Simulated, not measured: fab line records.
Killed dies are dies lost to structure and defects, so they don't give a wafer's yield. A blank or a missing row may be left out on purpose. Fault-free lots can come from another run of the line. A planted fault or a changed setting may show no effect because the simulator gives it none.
The tool behind it: which one?    flow n5 finfet    9 lots with 27 wafers sampled at 7 steps, on a route of 1938 steps

== WHAT THE GAUGES READ, wafer by wafer ==
N5_BEOL_M3_THK_MEAS_53: measures by xrf.
lot   measured      on             M3_THK (nm)
L215  day 8 23:40   film metro-01  39.2 40.4 39.7
L216  day 9 01:25   film metro-01  38.7 41.1 41.4
L217  day 9 02:26   film metro-02  39.3 39.1 39.2
L218  day 9 10:21   film metro-02  33.4 37.8 34.7
L219  day 9 12:37   film metro-02  39.9 40.0 39.9
L221  day 10 10:35  film metro-02  34.2 39.6 36.7
L229  day 12 11:05  film metro-01  38.7 39.1 40.5
L230  day 12 17:32  film metro-02  37.7 39.8 39.1
L231  day 13 00:19  film metro-01  37.4 38.8 40.6

N5_BEOL_M3_RS_MEAS_58: the measuring method here is four-point-probe.
lot   measured      on             M3_RS (ohm/sq)
L215  day 8 23:56   film metro-02  0.672 0.649 0.663
L216  day 9 01:40   film metro-01  0.670 0.621 0.616
L217  day 9 02:42   film metro-01  0.662 0.666 0.661
L218  day 9 10:37   film metro-01  0.834 0.708 0.785
L219  day 9 12:53   film metro-02  0.656 0.648 0.653
L221  day 10 10:51  film metro-02  0.796 0.653 0.726
L229  day 12 11:21  film metro-01  0.684 0.672 0.646
L230  day 12 17:47  film metro-02  0.703 0.655 0.670
L231  day 13 00:34  film metro-02  0.700 0.669 0.637

N5_BEOL_M4_RC_MEAS_101.
lot   measured      on         DIBL_N (mV/V)   DIBL_P (mV/V)   IOFF_N (nA/um)     IOFF_P (nA/um)     ION_N (uA/um)  ION_P (uA/um)  SERP_M3 (ohm/um)  SERP_M3_max_site (ohm/um)  SS_N (mV/dec)   SS_P (mV/dec)   VT_N (mV)          VT_P (mV)
L215  day 9 09:32   prober-01  37.5 39.5 38.3  35.9 38.7 37.6  0.151 0.202 0.181  0.199 0.242 0.226  668 686 686    464 467 469    211 203 217       224 219 227                71.5 72.3 71.5  73.9 73.3 73.5  250.2 246.9 250.7  -249.6 -247.3 -250.6
L216  day 9 13:46   prober-01  37.1 36.2 36.3  38.0 37.4 37.1  0.200 0.189 0.183  0.260 0.241 0.251  676 673 676    464 463 465    184 164 177       193 173 187                72.4 71.8 71.9  74.0 73.5 74.3  247.1 246.8 249.2  -247.2 -248.0 -246.9
L217  day 9 14:26   prober-02  36.2 36.6 36.2  35.7 35.6 35.8  0.148 0.154 0.151  0.186 0.178 0.182  673 675 677    457 456 467    188 219 198       198 231 220                71.8 71.9 71.1  73.9 72.4 73.3  250.7 248.6 250.7  -252.1 -251.9 -252.5
L218  day 9 19:16   prober-02  35.4 36.5 36.2  35.4 36.8 35.5  0.140 0.175 0.159  0.180 0.203 0.186  663 685 661    451 465 450    244 214 216       252 231 228                70.8 72.0 71.9  73.5 73.5 73.4  252.7 246.5 250.9  -250.7 -250.9 -254.0
L219  day 9 23:08   prober-02  35.7 37.5 35.7  34.6 36.7 34.4  0.132 0.153 0.135  0.177 0.205 0.174  668 664 659    458 458 456    202 202 192       206 221 205                71.7 71.8 71.9  72.9 73.6 72.6  250.7 251.9 251.5  -251.9 -251.3 -251.5
L221  day 10 21:08  prober-02  37.0 37.3 37.2  37.4 37.7 38.3  0.161 0.164 0.170  0.206 0.208 0.222  671 668 687    460 455 462    239 200 215       259 207 238                71.6 72.2 72.1  73.0 73.4 72.6  253.7 250.5 247.8  -251.2 -253.6 -251.6
L229  day 12 23:17  prober-01  35.8 34.6 35.3  36.5 35.0 35.7  0.162 0.136 0.152  0.227 0.198 0.210  680 670 677    469 467 468    205 211 176       213 220 184                71.4 71.5 71.4  74.0 72.7 73.7  245.4 251.9 251.6  -247.4 -251.0 -245.4
L230  day 13 01:10  prober-01  35.8 36.5 35.6  34.6 34.8 34.3  0.141 0.147 0.142  0.206 0.210 0.208  679 665 681    470 463 472    192 187 201       196 197 209                71.0 71.5 71.0  73.2 72.5 72.6  250.3 248.9 250.8  -247.9 -246.2 -247.9
L231  day 13 13:49  prober-02  37.8 35.6 33.4  38.4 35.6 32.3  0.180 0.145 0.106  0.230 0.187 0.148  674 664 663    462 457 455    212 202 182       222 215 187                71.7 72.1 70.7  74.2 72.9 72.3  248.4 251.5 255.4  -251.4 -251.2 -255.0

== WHICH TOOL RAN EACH LOT (tool, then ch and the chambers of the sampled wafers, then the start) ==
lot   N5_BEOL_M2_DEP_57                N5_BEOL_M3_ANNEAL_87          N5_BEOL_M3_ANNEAL_89          N5_BEOL_M3_SPUTTER_94
L215  pecvd-03 ch 0,1,2, day 8 07:16   pvd sputter-01, day 8 21:46   pvd sputter-01, day 8 21:59   pvd sputter-01, day 8 22:34
L216  pecvd-04 ch 0,1,2, day 8 12:25   pvd sputter-01, day 8 23:36   pvd sputter-01, day 8 23:49   pvd sputter-01, day 9 00:24
L217  pecvd-04 ch 0,1,2, day 8 15:05   pvd sputter-02, day 9 00:33   pvd sputter-02, day 9 00:46   pvd sputter-02, day 9 01:21
L218  pecvd-04 ch 0,1,2, day 9 04:31   pvd sputter-03, day 9 08:26   pvd sputter-03, day 9 08:40   pvd sputter-03, day 9 09:14
L219  pecvd-03 ch 0,1,2, day 9 04:44   pvd sputter-01, day 9 10:48   pvd sputter-01, day 9 11:01   pvd sputter-01, day 9 11:36
L221  pecvd-04 ch 0,2, day 9 17:18     pvd sputter-01, day 10 08:43  pvd sputter-01, day 10 08:56  pvd sputter-01, day 10 09:31
L229  pecvd-04 ch 0,1,2, day 11 22:35  pvd sputter-03, day 12 09:15  pvd sputter-03, day 12 09:28  pvd sputter-03, day 12 10:03
L230  pecvd-02 ch 0,1,2, day 12 08:38  pvd sputter-02, day 12 15:43  pvd sputter-02, day 12 15:56  pvd sputter-02, day 12 16:31
L231  pecvd-02 ch 2, day 12 14:15      pvd sputter-03, day 12 22:29  pvd sputter-03, day 12 22:43  pvd sputter-03, day 12 23:17
- N5_BEOL_M2_DEP_57: deposits SiCN from 3MS/NH3, target thk 8 nm, time 14 s.
- N5_BEOL_M3_ANNEAL_87: time 240 s.
- N5_BEOL_M3_ANNEAL_89: time 240 s.
- N5_BEOL_M3_SPUTTER_94: material Cu, target thk 4.5 nm, time 8.29 s.

== WHAT THE TOOLS THEMSELVES READ (means of the sampled wafers that have a number; where no wafer has one, the mark that the record gives instead) ==
N5_BEOL_M2_DEP_57.
lot   tool      rf fwd power W (W)  showerhead plenum p Torr (Torr)  throttle valve pct (%)
L215  pecvd-03  199.9               3.677                            9.0
L216  pecvd-04  199.9               3.668                            8.7
L217  pecvd-04  200.4               3.666                            8.9
L218  pecvd-04  200.8               3.665                            8.9
L219  pecvd-03  199.3               3.672                            9.2
L221  pecvd-04  198.7               3.669                            8.8
L229  pecvd-04  199.8               3.672                            9.0
L230  pecvd-02  200.1               3.643                            9.2
L231  pecvd-02  200.5               3.641                            8.5

N5_BEOL_M3_ANNEAL_87.
lot   tool            heater power w (W)
L215  pvd sputter-01  827
L216  pvd sputter-01  854
L217  pvd sputter-02  880
L218  pvd sputter-03  799
L219  pvd sputter-01  820
L221  pvd sputter-01  853
L229  pvd sputter-03  855
L230  pvd sputter-02  842
L231  pvd sputter-03  800

N5_BEOL_M3_ANNEAL_89.
lot   tool            heater power w (W)
L215  pvd sputter-01  823
L216  pvd sputter-01  873
L217  pvd sputter-02  891
L218  pvd sputter-03  798
L219  pvd sputter-01  832
L221  pvd sputter-01  854
L229  pvd sputter-03  855
L230  pvd sputter-02  849
L231  pvd sputter-03  816

N5_BEOL_M3_SPUTTER_94.
lot   tool            substrate temp c (C)  throttle valve pct (%)
L215  pvd sputter-01  -20.02                29.7
L216  pvd sputter-01  -19.94                29.8
L217  pvd sputter-02  -19.95                29.6
L218  pvd sputter-03  -19.92                30.4
L219  pvd sputter-01  -20.06                29.2
L221  pvd sputter-01  -20.03                29.9
L229  pvd sputter-03  -19.98                31.1
L230  pvd sputter-02  -19.98                29.0
L231  pvd sputter-03  -20.10                31.5

== THE ANSWER, worked out from the rows above alone ==
Rule: what is usual is taken from the lots themselves. The widest of any qualifying gaps counts: lots, ordered by their means at a reading, are off when they make up no more than a third of the lots, leave a main group of 4 or more, and stand apart from it by 3 or more times the standard deviation of that group's means. If all means in a main group match to the digits the tables above print for the reading, that group is not used. A lot without any number at a reading at which 4 lots or more have one is off too. Where the step has rows for the other lots, those lots are counted as sound. After the gauges, taken in route order, come the tools' own readings; for these a lot's mean is taken, as printed above. At the first step where some lot is off, the reading lying furthest off is the one used; lots without a number count as furthest.
Off: at N5_BEOL_M3_THK_MEAS_53 (M3_THK), L218, L221. The main group has a mean of 39.5 nm with a standard deviation of 0.52.
If a tool, at a process step before that reading, ran all the lots that are off and no sound lot after the first of them, it fits. Those tools and the gauges at N5_BEOL_M3_THK_MEAS_53 are tried in the same way. Of those tried, none fits.

== WHAT HAD BEEN PUT IN BY THE SIMULATOR ==
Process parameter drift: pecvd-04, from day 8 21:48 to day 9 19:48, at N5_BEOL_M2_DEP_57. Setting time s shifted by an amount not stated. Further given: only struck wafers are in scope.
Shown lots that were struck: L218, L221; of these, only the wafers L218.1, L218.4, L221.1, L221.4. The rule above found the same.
